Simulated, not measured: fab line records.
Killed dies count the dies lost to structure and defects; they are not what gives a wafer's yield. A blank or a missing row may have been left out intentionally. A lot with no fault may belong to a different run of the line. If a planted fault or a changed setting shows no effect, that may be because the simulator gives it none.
Matching of chambers / flow n5 finfet / 3 sister chambers for N5_BEOL_M2_DEP_57 on pecvd-01
The step deposits SiCN from 3MS/NH3, target thk 8 nm, time 14 s. 3 wafers are shown with their chamber, then 7 later ones without.

WAFERS WITH THEIR CHAMBER
wafer=L081.5; chamber=1; throttle valve pct (%)=9.7
wafer=L082.1; chamber=0; throttle valve pct (%)=8.8
wafer=L082.2; chamber=2; throttle valve pct (%)=9.4

WAFERS WITHOUT THEIR CHAMBER
wafer=L082.6; throttle valve pct (%)=9.7
wafer=L090.1; throttle valve pct (%)=9.8
wafer=L090.2; throttle valve pct (%)=8.6
wafer=L090.3; throttle valve pct (%)=8.5
wafer=L097.2; throttle valve pct (%)=9.7
wafer=L097.3; throttle valve pct (%)=8.6
wafer=L097.5; throttle valve pct (%)=8.7

EACH ONE'S CHAMBER
wafer=L082.6; from the rows above=can't be placed: 1 or 2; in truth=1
wafer=L090.1; from the rows above=can't be placed: 1 or 2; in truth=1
wafer=L090.2; from the rows above=0; in truth=0
wafer=L090.3; from the rows above=0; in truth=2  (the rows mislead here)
wafer=L097.2; from the rows above=can't be placed: 1 or 2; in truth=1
wafer=L097.3; from the rows above=0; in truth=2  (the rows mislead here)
wafer=L097.5; from the rows above=0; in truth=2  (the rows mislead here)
Correct placement for 1 of the 7. Unplaceable from these rows: 3, with the true chamber sitting among the candidates in 3. Number placed wrongly: 3.
How it was worked out, from the rows above alone: a wafer's distance from a chamber is the root of the sum, over the readings, of the square of ((its reading less the chamber's mean) divided by the reading's scatter). The wafer belongs to the nearest chamber; if the next one is less than 2 further off, it can't be placed. Each chamber's mean is taken over the wafers shown for it. The scatter: root of mean squared gap, hidden wafer to nearest shown wafer, with one shown wafer a chamber.
